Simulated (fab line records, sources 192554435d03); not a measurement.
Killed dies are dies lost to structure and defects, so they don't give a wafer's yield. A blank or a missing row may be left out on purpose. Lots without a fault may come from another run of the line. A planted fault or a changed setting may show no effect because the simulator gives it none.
Problem report in the 8D (eight disciplines) form, filled by code | flow n5_finfet | the parts of the form that need people (team, actions taken, sign-off) are left out

1. THE PROBLEM
raw_defect_count at N5_FIN_CUT_INSPECT_17 reads a mean of 510 on 6 wafers of 2 lots; wafers without a fault read 227 with a standard deviation of 56. That is +5.0 standard deviations from the usual mean.
The step: inspects for defects (brightfield).
First seen on wafer L699.1, day 2 23:46, on defect_inspect-01. The record holds 27 wafers of 9 lots with a number at this step. Rule for "out", or "out of limits": more than 4 standard deviations from the usual mean. The other wafers with a number count as sound.

2. WHAT IT IS AND WHAT IT IS NOT
question                    | is                                   | is not
which readings at this step | raw_defect_count                     | -
which lots                  | L699, L703                           | L697, L712, L714, L715, L716, L718, L719
which wafers of those lots  | all that have a number               | -
read on which gauges        | defect_inspect-01, defect_inspect-02 | -
when                        | from day 2 23:46                     | up to then (3 sound wafers); but 18 sound wafers of L712, L714, L715, L716, L718, L719 came after

3. SUSPECTS, AND WHAT RULES EACH OUT
Counting: a tool at a process step up to the reading stays a suspect if it ran every lot that is out and no sound lot after the first of them.
- the gauge at N5_FIN_CUT_INSPECT_17: ruled out. The wafers that are out were read on 2 gauges (defect_inspect-01, defect_inspect-02).
- rie_diel-02 at N5_FIN_CUT_ETCH_21 (etches SOC in N2/H2, target depth 219 nm, overetch 43.8 nm, time 523.5 s): ruled out as a lasting fault. Sound lots L712, L714 ran on it after its first lot that is out, L699 (day 2 22:56).
- rie_diel-04 at N5_FIN_CUT_STRIP_22 (strips in N2/H2): ruled out as a lasting fault. Sound lots L716, L718 ran on it after its first lot that is out, L699 (day 2 23:36).
Left after counting: nothing in the record.

4. THE CAUSE (what the simulator had put in)
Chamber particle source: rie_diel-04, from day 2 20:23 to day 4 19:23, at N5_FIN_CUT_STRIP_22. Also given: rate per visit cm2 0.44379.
Counting ruled it out, wrongly: the rule takes a fault to strike every lot that its tool runs from its start on, and this one did not.

5. THE CHAIN OF EFFECTS, in route order
Each row: a reading whose mean over the struck wafers that have a number lies more than 3 standard deviations from the usual. Only readings for which the record gives a usual standard deviation are gone through. hours: the time from each lot's start at the first step in this table that gives one to its start at this step, as a median over the lots. sigmas: the change in usual standard deviations.
hours | step                    | reading              | usual  | on struck wafers | change | sigmas
0     | N5_FIN_CUT_INSPECT_17   | raw_defect_count     | 227    | 510              | +282   | +5.0
238   | N5_PASSIVATION_PROBE_49 | defect_limited_yield | 91.1 % | 84.9             | -6.2   | -4.8
238   | N5_PASSIVATION_PROBE_49 | killed_at_front_end  | 41     | 121              | +80    | +7.3
238   | N5_PASSIVATION_PROBE_49 | killed_dies          | 106    | 178              | +72    | +4.8
238   | N5_PASSIVATION_PROBE_49 | sort_bin_5_function  | 5.2 %  | 9.8              | +4.6   | +5.3
238   | N5_PASSIVATION_PROBE_49 | sort_n_pass          | 1074   | 1002             | -72    | -4.8
238   | N5_PASSIVATION_PROBE_49 | sort_yield_pct       | 91.0 % | 84.9             | -6.1   | -4.7
The process steps in it:
- N5_PASSIVATION_PROBE_49
Later measuring or inspecting steps at which every struck wafer that the step has a row for has a number for every such reading, and none has moved that far: N5_BEOL_M4_RC_MEAS_101.

6. WHAT WOULD HAVE CAUGHT IT SOONER
In this record the first reading out of limits at a measuring or inspecting step was taken at day 2 23:46, 3 hours after the fault began at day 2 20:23.
Of the tool readings at N5_FIN_CUT_STRIP_22 for which the record gives a usual standard deviation, none was out on any struck wafer, so an alarm limit of 4 standard deviations on them would not have fired.
